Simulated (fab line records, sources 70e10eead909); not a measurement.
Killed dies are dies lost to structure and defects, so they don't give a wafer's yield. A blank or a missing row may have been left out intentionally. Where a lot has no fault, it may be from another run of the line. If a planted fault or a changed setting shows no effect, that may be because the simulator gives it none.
Chamber matching ; flow nand-harc ; rie-diel-05 running NHARC_P_GATE_DESCUM_48: 4 sister chambers
The step chemistry O2, time 3 s. 20 wafers are shown with their chamber, then 10 later ones without.

## EACH WAFER AND ITS CHAMBER
wafer;chamber;showerhead-plenum-p-Torr (Torr);drypump-motor-current-A (A);oes-product-au (a.u.)
L074.1;1;2.02;5.7;1.006
L074.3;0;1.96;6.3;1.011
L074.6;2;2.06;5.1;1.001
L075.2;3;2.01;5.9;1.004
L075.3;0;1.96;6.3;1.022
L075.4;1;2.02;5.7;1.002
L082.1;1;2.02;5.7;1.011
L082.4;0;1.96;6.3;1.010
L082.6;1;2.02;5.7;1.005
L083.2;0;1.96;6.3;1.010
L083.3;3;2.00;5.9;1.008
L083.6;3;2.00;5.9;1.009
L088.3;3;2.00;6.0;0.990
L088.4;0;1.96;6.3;0.979
L088.6;3;2.00;5.9;0.994
L091.1;3;2.00;5.9;1.004
L091.3;2;2.06;5.1;0.994
L091.4;1;2.02;5.7;0.999
L092.2;2;2.06;5.1;0.998
L092.4;3;2.00;6.0;0.991

SIGNATURES (means of the wafers above)
reading;chamber 0;chamber 1;chamber 2;chamber 3;scatter within a chamber
showerhead-plenum-p-Torr;1.9600;2.0200;2.0600;2.0014;0.00231
drypump-motor-current-A;6.300;5.700;5.100;5.929;0.0299
oes-product-au;1.00640;1.00460;0.99767;1.00000;0.00981
Rule: a wafer's distance from a chamber is the root of the sum, over the readings, of the square of ((its reading less the chamber's mean) divided by the reading's scatter). If the next closest chamber is less than 2 further off than the closest, the wafer can't be placed; otherwise it belongs to the closest. The scatter: take each reading less its chamber's mean, square it, sum over the shown wafers, divide by the number of wafers less the number of chambers, and take the root.

## WAFERS WHOSE CHAMBER IS MISSING
wafer;showerhead-plenum-p-Torr (Torr);drypump-motor-current-A (A);oes-product-au (a.u.)
L092.6;2.00;5.9;1.001
L093.2;1.96;6.3;0.997
L093.3;2.02;5.7;0.997
L093.4;2.00;6.0;0.997
L093.1;2.06;5.1;0.998
L093.5;2.02;5.7;1.006
L093.6;1.96;6.3;0.998
L097.1;2.00;6.0;1.002
L097.2;1.96;6.3;1.007
L097.6;2.01;5.7;1.003

## WHICH CHAMBER EACH WENT THROUGH
wafer;from the rows above;in truth
L092.6;3;3
L093.2;0;0
L093.3;1;1
L093.4;3;3
L093.1;2;2
L093.5;1;1
L093.6;0;0
L097.1;3;3
L097.2;0;0
L097.6;1;1
Correctly placed: 10 of 10. Can't be placed from these rows: 0. 0 placed wrongly.
